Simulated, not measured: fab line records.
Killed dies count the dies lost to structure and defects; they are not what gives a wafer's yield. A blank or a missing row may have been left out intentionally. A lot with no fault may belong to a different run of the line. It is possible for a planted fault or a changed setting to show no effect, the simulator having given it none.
fab line records | flow n5_finfet
record: lots: 5 wafers: 15 last_day: 18
route steps=1938 shown BEOL_M3@981 BEOL_M4@1111 PASSIVATION@1936
lots untouched by any fault: they come from a run of this same line in which no faults occurred
start_h: hours from the record's first day to the start of the lot's first wafer shown | wait_h: hours since the lot's step before | " same as the row above | L1.1+2: one row covering several wafers at once | - no value present, or no start provided | * or withheld: withheld | < > ~ a bound
route shown NAME@n: NAME is a module with steps in the file, n the number in the route of the first one | usual: the fault-free wafers' mean and standard deviation | same: alike in all rows | chamber/n: place in a boat | sites: readings site by site | _std_site: how widely they spread, as a standard deviation | _edge_site: mean of outer sites minus mean of inner sites | radius_mm: for every site, how far away it sits from the centre of the wafer | mask NAME#n: copy n | behind: tool/chamber where the wafer was last shaped | hold: why the lot was held/for how many hours/how that ended | device: transistor that didn't switch, given as n, p or np | end of line: tests run on the same wafers once the route is complete | a step with no rows: only its recipe | killed: count of dies lost to structure and defects at first sort (not the wafer's yield) | map: a wafer's dies, marking killed ones x, the rest . and places with no die _
set.NAME: the setting the step ran with; set.NAME@STEP: the setting that earlier step ran with | model.NAME: the simulator's own value behind a step, which no gauge read
lots at selected steps of the route; one table per step, one row per wafer
services: when a tool's chamber went out of use (start_h, in hours from the record's first day, below 0 if earlier), for how many hours, and the reason
== steps ==
step: N5_BEOL_M3_ETCH_41
recipe: chemistry: CH3F/O2 target: SiCN target_depth_a: 299 taper_deg: 2 time_s: 52.5 ion_energy_ev: 120 mask_material: TiN pressure_mtorr: 30 source_w: 395 bias_w: 75 Ar_flow_sccm: 150 CH3F_flow_sccm: 30 O2_flow_sccm: 20
step: N5_BEOL_M3_STRIP_97
recipe: chemistry: N2/H2 time_s: 10 power_w: 450 temp_c: 40 pressure_mtorr: 20 rf_frequency_hz: 6e+07 bias_power_w: 7 n2_flow_sccm: 200 h2_flow_sccm: 200
usual: drypump_motor_current_A: 5.5/0.37 oes_product_au: 0.79/0.082 rf_vpp_V: 59.4/0.83 showerhead_plenum_p_Torr: 2.58/0.087 throttle_valve_pct: 23.8/0.34
columns lot.wafer tool chamber start_h wait_h drypump_motor_current_A oes_product_au rf_hours_counter_h rf_vpp_V showerhead_plenum_p_Torr throttle_valve_pct
L572.2 rie_diel-04 3 - - 5.4 0.68 219 59.4 2.52 24.0
L572.3 " 0 " " 5.5 0.73 182 59.6 2.64 23.4
L572.5 " 3 " " 5.4 0.68 - 60.0 2.52 24.0
L573.1 rie_diel-02 3 - - 5.7 0.93 7 59.0 2.72 23.5
L573.3 " 1 " " 6.1 0.88 39 58.6 2.58 24.0
L573.6 " 1 " " 6.1 0.88 - 59.7 2.58 24.0
L581.1 rie_diel-05 2 - - 5.7 0.73 162 58.6 2.42 23.8
L581.3 " 1 " " 6.2 0.80 93 58.7 2.58 24.3
L581.4 " 2 " " 5.7 0.73 - 59.4 2.42 23.8
L590.1 rie_diel-04 3 - - 5.4 0.98 0 59.0 2.51 23.8
L590.3 " 0 " " 5.5 0.71 219 59.2 2.62 23.4
L590.6 " 3 " " 5.4 1.00 - 59.7 2.51 23.8
L595.2 rie_diel-05 3 - - 5.4 0.72 208 59.8 2.40 23.4
L595.4 " 1 " " 6.2 0.77 120 60.8 2.57 24.4
L595.5 " 0 " " 5.0 0.91 - 58.2 2.61 24.5
step: N5_BEOL_M3_OCD_MEAS_38
usual: trench_depth_nm: 55.4/1.2
columns lot.wafer tool chamber start_h wait_h trench_depth_nm
L572.2 ocd-02 - 151.26 - 56.0
L572.3 " - " " 55.6
L572.5 " - " " 55.1
L573.1 ocd-01 - 153.25 - 56.7
L573.3 " - " " 56.3
L573.6 " - " " 56.4
L581.1 ocd-01 - 203.48 - 54.5
L581.3 " - " " 55.8
L581.4 " - " " 54.4
L590.1 ocd-01 - 270.14 - 54.2
L590.3 " - " " 55.7
L590.6 " - " " 55.1
L595.2 ocd-02 - 302.67 - 54.5
L595.4 " - " " 55.5
L595.5 " - " " 57.1
step: N5_BEOL_M3_HM_STRIP_39
recipe: chemistry: peroxide_tin_strip material: TiN target_depth_a: 250 temp_c: 50 time_s: 158
step: N5_BEOL_M3_SRD_40
recipe: time_s: 30 temp_c: 23 rinse_liquid: diw dry: ipa_marangoni
step: N5_BEOL_M3_PRECLEAN_42
recipe: chemistry: residue_remover time_s: 60 temp_c: 40
step: N5_BEOL_M3_SRD_43
recipe: time_s: 30 temp_c: 23 rinse_liquid: diw dry: ipa_marangoni
step: N5_BEOL_M3_CD_MEAS_35
recipe: target_cd_nm: 18 target_cd_y_nm: 21 polarity: opening
usual: cd_nm: 18.0/0.35
columns lot.wafer tool chamber start_h wait_h cd_nm
L572.2 cd_sem-02 - 151.41 0.0 17.9
L572.3 " - " " 18.2
L572.5 " - " " 17.8
L573.1 cd_sem-01 - 153.40 0.0 18.2
L573.3 " - " " 18.3
L573.6 " - " " 18.3
L581.1 cd_sem-03 - 203.64 0.0 18.1
L581.3 " - " " 18.0
L581.4 " - " " 17.6
L590.1 cd_sem-01 - 270.30 0.0 17.9
L590.3 " - " " 17.8
L590.6 " - " " 18.0
L595.2 cd_sem-02 - 302.92 0.0 18.1
L595.4 " - " " 17.8
L595.5 " - " " 17.9
step: N5_BEOL_M3_DEGAS_44
recipe: ambient: vacuum temp_c: 250 time_s: 60
usual: heater_power_w: 322/25
columns lot.wafer tool chamber start_h wait_h heater_power_w
L572.2 pvd_sputter-02 - 152.33 0.9 340
L572.3 " - " " 330
L572.5 " - " " 333
L573.1 pvd_sputter-01 - 153.94 0.5 310
L573.3 " - " " 296
L573.6 " - " " 304
L581.1 pvd_sputter-01 - 203.77 0.1 299
L581.3 " - " " 366
L581.4 " - " " 301
L590.1 pvd_sputter-01 - 270.50 0.2 355
L590.3 " - " " 298
L590.6 " - " " 364
L595.2 pvd_sputter-03 - 303.67 0.8 317
L595.4 " - " " 275
L595.5 " - " " 324
step: N5_BEOL_M3_PRE_CLEAN_45
recipe: gas: H2/He time_s: 30 temp_c: 250
step: N5_BEOL_M3_ALD_84
recipe: material: TaN target_thk_a: * temp_c: 275 ald_precursor_family: PDMAT ald_co_reactant: NH3 pressure_torr: 3 carrier_flow_sccm: 1500 pulse_time_s: 2 purge_time_s: 3 co_reactant_purge_time_s: 2 co_reactant_pulse_time_s: 3 ald_cycles: 30 precursor_vessel_temp_c: 75 precursor_vessel_pressure_torr: 26.25 precursor_vessel_carrier_sccm: 1000
usual: heater_power_w: 414/47 precursor_vessel_temp_c: 74.98/0.13
same: purge_time_s: 3
columns lot.wafer tool chamber start_h wait_h heater_power_w precursor_vessel_temp_c
L572.2 ald_metal-02 3 152.58 0.2 307 75.11
L572.3 " 0 " " 486 74.78
L572.5 " 1 " " 399 74.84
L573.1 ald_metal-04 3 154.27 0.3 364 74.99
L573.3 " 2 " " 449 74.67
L573.6 " 3 " " 370 74.99
L581.1 ald_metal-03 3 203.87 0.0 399 75.03
L581.3 " 2 " " 437 74.86
L581.4 " 0 " " 382 74.91
L590.1 ald_metal-03 2 270.61 0.1 443 74.92
L590.3 " 1 " " 439 75.17
L590.6 " 0 " " 385 74.87
L595.2 ald_metal-02 2 303.78 0.0 395 75.01
L595.4 " 3 " " 299 75.25
L595.5 " 1 " " 400 74.93
step: N5_BEOL_M3_SURFACE_TREAT_85
recipe: gas: Ar time_s: * ion_energy_ev: * ion_current_ma_cm2: 0.5 pressure_mtorr: * ar_flow_sccm: 30
usual: ar_flow_sccm: 30.00/0.081 pressure_mtorr: * throttle_valve_pct: *
columns lot.wafer tool chamber start_h wait_h ar_flow_sccm pressure_mtorr throttle_valve_pct
L572.2 pvd_sputter-01 - 152.92 0.2 30.08 * *
L572.3 " - " " 29.97 * *
L572.5 " - " " 30.09 * *
L573.1 pvd_sputter-01 - 154.50 0.1 29.99 * *
L573.3 " - " " 30.04 * *
L573.6 " - " " 30.03 * *
L581.1 pvd_sputter-03 - 204.13 0.2 29.99 * *
L581.3 " - " " 30.14 * *
L581.4 " - " " 29.99 * *
L590.1 pvd_sputter-03 - 270.89 0.2 29.94 * *
L590.3 " - " " 30.01 * *
L590.6 " - " " 29.90 * *
L595.2 pvd_sputter-01 - 304.09 0.2 29.96 * *
L595.4 " - " " 29.90 * *
L595.5 " - " " 30.02 * *
step: N5_BEOL_M3_CVD_47
recipe: material: Co target_thk_a: 30 temp_c: withheld precursor: CCTBA/H2 pressure_torr: 30 time_s: 223.8
usual: run_length_s: 247.0/0.62
columns lot.wafer tool chamber start_h wait_h run_length_s
L572.2 cvd_co-02 2 153.01 0.1 247.7
L572.3 " 0 " " 247.6
L572.5 " 1 " " 246.0
L573.1 cvd_co-02 2 154.79 0.3 247.7
L573.3 " 0 " " 247.3
L573.6 " 0 " " 247.5
L581.1 cvd_co-02 2 204.19 0.0 346.3
L581.3 " 0 " " 247.5
L581.4 " 0 " " 247.9
L590.1 cvd_co-01 0 270.98 0.1 246.9
L590.3 " 1 " " 246.2
L590.6 " 0 " " 246.7
L595.2 cvd_co-02 2 304.15 0.0 247.4
L595.4 " 0 " " 247.3
L595.5 " 2 " " 247.8
step: N5_BEOL_M3_SPUTTER_48
recipe: material: Cu target_thk_a: 45 temp_c: -20 chamber_pressure_pa: 0.07 power_w: withheld time_s: 8.29
usual: throttle_valve_pct: 29.5/1.2
columns lot.wafer tool chamber start_h wait_h throttle_valve_pct
L572.2 pvd_sputter-02 - 153.23 0.2 29.6
L572.3 " - " " 29.7
L572.5 " - " " 29.8
L573.1 pvd_sputter-02 - 155.07 0.2 31.5
L573.3 " - " " 29.9
L573.6 " - " " 29.7
L581.1 pvd_sputter-02 - 204.35 0.1 29.5
L581.3 " - " " 29.7
L581.4 " - " " 29.7
L590.1 pvd_sputter-02 - 271.15 0.1 29.6
L590.3 " - " " 31.4
L590.6 " - " " 29.6
L595.2 pvd_sputter-03 - 304.35 0.1 28.2
L595.4 " - " " 30.6
L595.5 " - " " 27.6
step: N5_BEOL_M4_RC_MEAS_101
usual: DIBL_N: 36.1/1.6 DIBL_P: 35.7/1.8 IOFF_N: 0.159/0.027 IOFF_P: 0.21/0.03 ION_N: 673/10 ION_P: 462/7.4 SS_N: 71.4/0.56 SS_P: 73.2/0.61 VT_N: 249.7/3 VT_P: -250/3.1
columns lot.wafer tool chamber start_h wait_h DIBL_N[mV/V] DIBL_P[mV/V] IOFF_N[nA/um] IOFF_P[nA/um] ION_N[uA/um] ION_P[uA/um] SS_N[mV/dec] SS_P[mV/dec] VT_N[mV] VT_P[mV]
L572.2 prober-01 0 166.40 0.2 34.2 34.7 0.137 0.22 668 466 71.4 73.6 250.1 -248
L572.3 " 0 " " 33.8 34.9 0.132 0.22 666 464 71.6 72.7 251.5 -249
L572.5 " 0 " " 34.9 36.6 0.157 0.25 673 471 72.0 73.6 248.1 -244
L573.1 prober-01 0 171.41 0.0 35.4 35.8 0.155 0.19 679 457 71.6 72.7 247.8 -255
L573.3 " 0 " " 37.1 38.0 0.183 0.22 674 452 72.1 73.0 251.5 -253
L573.6 " 0 " " 35.0 35.7 0.154 0.19 667 451 71.9 73.1 246.3 -254
L581.1 prober-02 0 220.72 0.0 35.0 34.5 0.155 0.19 666 451 71.8 73.2 247.7 -251
L581.3 " 0 " " 35.5 35.5 0.153 0.19 673 463 71.5 73.1 250.3 -252
L581.4 " 0 " " 36.4 35.6 0.173 0.20 677 459 72.1 73.8 249.8 -251
L590.1 prober-01 0 281.32 0.0 35.3 34.4 0.133 0.17 677 463 70.7 72.0 250.3 -254
L590.3 " 0 " " 36.7 36.0 0.154 0.20 680 469 70.9 73.2 247.0 -250
L590.6 " 0 " " 34.5 34.2 0.123 0.17 675 465 70.3 72.5 249.6 -252
L595.2 prober-02 0 329.06 0.2 39.1 38.5 0.197 0.30 681 470 71.4 74.1 245.4 -243
L595.4 " 0 " " 35.9 34.2 0.139 0.20 671 468 70.7 73.6 249.0 -250
L595.5 " 0 " " 38.1 36.9 0.179 0.26 678 473 71.4 73.8 247.1 -244
step: N5_PASSIVATION_PROBE_49
usual: defect_limited_yield: 91.0/1.3 killed_at_M0_to_M3: 33/10 killed_at_M4_up: 14/5.6 killed_at_contacts: 12/5.8 killed_at_front_end: 43/11 killed_at_other: 4.1/2.8 killed_dies: 106/15 killed_open: 70/12 killed_short: 34/7.5 sort_bin_5_function: 5.3/0.88 sort_bin_6_memory: 3.3/0.64 sort_n_pass: 1074/15 sort_yield_pct: 91.0/1.3
same: gross_dies: 1180 killed_at_back_side: 0 sort_bin_4_leakage[%]: 0 sort_bin_8_speed[%]: 0
columns lot.wafer tool chamber start_h wait_h defect_limited_yield[%] killed_at_M0_to_M3 killed_at_M4_up killed_at_contacts killed_at_front_end killed_at_other killed_dies killed_open killed_short sort_bin_5_function[%] sort_bin_6_memory[%] sort_n_pass sort_yield_pct[%]
L572.2 prober-01 - 272.22 0.1 93.1 24 17 7 28 6 82 58 24 4.1 2.5 1098 93.1
L572.3 prober-01 - 272.27 0.1 93.8 12 15 20 23 3 73 44 26 3.6 2.3 1107 93.8
L572.5 prober-01 - 272.37 0.2 90.9 20 19 20 38 10 107 73 34 5.4 3.6 1073 90.9
L573.1 prober-02 - 283.71 0.2 91.0 38 15 16 35 2 106 78 27 5.6 3.2 1074 91.0
L573.3 prober-02 - 283.81 0.3 92.1 33 11 5 42 2 93 66 22 5.3 2.1 1087 92.1
L573.6 prober-02 - 283.96 0.4 91.7 37 13 8 39 1 98 61 34 4.3 3.3 1082 91.7
L590.1 prober-01 - 381.00 0.0 89.2 40 12 23 49 4 128 79 47 6.1 4.4 1052 89.2
L590.3 prober-01 - 381.10 0.1 92.1 29 13 4 43 4 93 55 38 4.3 3.2 1087 92.1
L590.6 prober-01 - 381.25 0.3 88.9 67 6 18 38 2 131 95 36 7.7 3.3 1049 88.9
killed by level:class
L572.2 BEOL_M4:geometric_particle:open=11 BEOL_M0_SAQP:geometric_particle:short=7 FIN_SAQP:geometric_particle:open=6 MOL_CONTACT_COAG:geometric_particle:open=6 BEOL_M3:geometric_particle:open=5 GATE_CUT:geometric_particle:short=4 BEOL_M5:geometric_particle:open=4 PASS1_CAP:geometric_particle:open=4
L572.3 MOL_CONTACT_COAG:geometric_particle:open=17 BEOL_M4:geometric_particle:open=6 GATE_CUT:geometric_particle:short=5 FIN_SAQP:geometric_particle:short=3 STI_FIN_REVEAL:geometric_particle:open=3 MOL_CONTACT_COAG:geometric_particle:short=3 BEOL_M0_SAQP:geometric_particle:open=3 STARTING-WAFER:geometric_particle:open=3
L572.5 MOL_CONTACT_COAG:geometric_particle:open=15 FIN_SAQP:geometric_particle:open=12 BEOL_M3:geometric_particle:open=8 BEOL_M4:geometric_particle:open=8 FIN_SAQP:geometric_particle:short=6 STARTING-WAFER:geometric_particle:open=6 MOL_CONTACT_COAG:geometric_particle:short=5 BEOL_M0_SAQP:geometric_particle:open=4
L573.1 MOL_CONTACT_COAG:geometric_particle:open=12 FIN_SAQP:geometric_particle:open=10 BEOL_M4:geometric_particle:open=10 BEOL_M1:geometric_particle:open=9 BEOL_M0_SAQP:geometric_particle:open=8 BEOL_M2:geometric_particle:open=8 BEOL_M0_SAQP:geometric_particle:short=6 FIN_SAQP:geometric_particle:short=5
L573.3 FIN_SAQP:geometric_particle:open=12 FIN_SAQP:geometric_particle:short=9 BEOL_M0_SAQP:geometric_particle:open=9 BEOL_M2:geometric_particle:open=9 BEOL_M4:geometric_particle:open=7 STI_FIN_REVEAL:geometric_particle:open=5 BEOL_M0_SAQP:geometric_particle:short=5 BEOL_M1:geometric_particle:open=5
L573.6 BEOL_M0_SAQP:geometric_particle:short=9 BEOL_M4:geometric_particle:open=9 BEOL_M0_SAQP:geometric_particle:open=8 FIN_SAQP:geometric_particle:open=7 STI_FIN_REVEAL:geometric_particle:open=7 MOL_CONTACT_COAG:geometric_particle:open=6 BEOL_M3:geometric_particle:open=5 BEOL_M2:geometric_particle:open=5
L590.1 FIN_SAQP:geometric_particle:short=15 MOL_CONTACT_COAG:geometric_particle:open=15 FIN_SAQP:geometric_particle:open=8 MOL_CONTACT_COAG:geometric_particle:short=8 BEOL_M2:geometric_particle:open=8 BEOL_M3:geometric_particle:open=8 DUMMY_GATE:geometric_particle:open=6 BEOL_M0_SAQP:geometric_particle:short=6
L590.3 FIN_SAQP:geometric_particle:short=16 FIN_SAQP:geometric_particle:open=13 BEOL_M3:geometric_particle:open=11 STI_FIN_REVEAL:geometric_particle:open=6 BEOL_M0_SAQP:geometric_particle:open=4 BEOL_M11:geometric_particle:open=3 BEOL_M2:geometric_particle:open=3 BEOL_M4:geometric_particle:open=3
L590.6 BEOL_M3:geometric_particle:open=21 MOL_CONTACT_COAG:geometric_particle:open=15 FIN_SAQP:geometric_particle:short=11 BEOL_M2:geometric_particle:open=11 BEOL_M0:geometric_particle:open=10 BEOL_M1:geometric_particle:open=9 FIN_SAQP:geometric_particle:open=8 BEOL_M0_SAQP:geometric_particle:open=6
== services ==
columns tool chamber start_h hours kind
rie_diel-05 2 128.71 1.6 repair
rie_diel-04 2 130.35 - clean
pvd_sputter-01 - 136.42 1.1 repair
rie_diel-05 - 139.60 0.4 repair
pvd_sputter-03 - 159.89 2.5 repair
ald_metal-04 - 164.03 1.0 repair
rie_diel-02 - 180.09 1.3 repair
ald_metal-02 3 182.24 6.9 repair
ald_metal-02 - 203.27 8.7 pm
cvd_co-01 1 209.51 7.7 repair
rie_diel-05 1 213.02 4.7 repair
rie_diel-04 1 214.95 6.7 repair
ald_metal-04 - 215.31 0.4 repair
rie_diel-04 1 222.61 13.5 repair
cvd_co-01 - 228.38 6.9 pm
rie_diel-05 1 230.47 5.5 repair
rie_diel-02 1 230.65 2.4 repair
cvd_co-01 - 253.77 3.2 repair
cvd_co-02 - 259.45 4.3 pm
rie_diel-05 3 263.47 13.5 repair
cvd_co-01 0 275.61 34.9 repair
rie_diel-02 3 294.20 9.6 repair
pvd_sputter-02 - 302.85 7.1 repair
ald_metal-02 0 304.34 9.4 repair
== key ==
first_sign: step: N5_BEOL_M3_CVD_47 reading: run_length_s direction: up sigmas: 99+ usual: * struck: *
effect none on later readings
met_at N5_BEOL_M3_CVD_47
struck_wafers L581.1
onset_between 154.79 204.19
fault: kind: process_parameter_drift tool: cvd_co-02 chamber: - onset_h: 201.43 steps: N5_BEOL_M3_CVD_47 channel: time_s offset: * shape: step end_h: 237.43 scope: struck_wafers_only acts_in: * stated: *
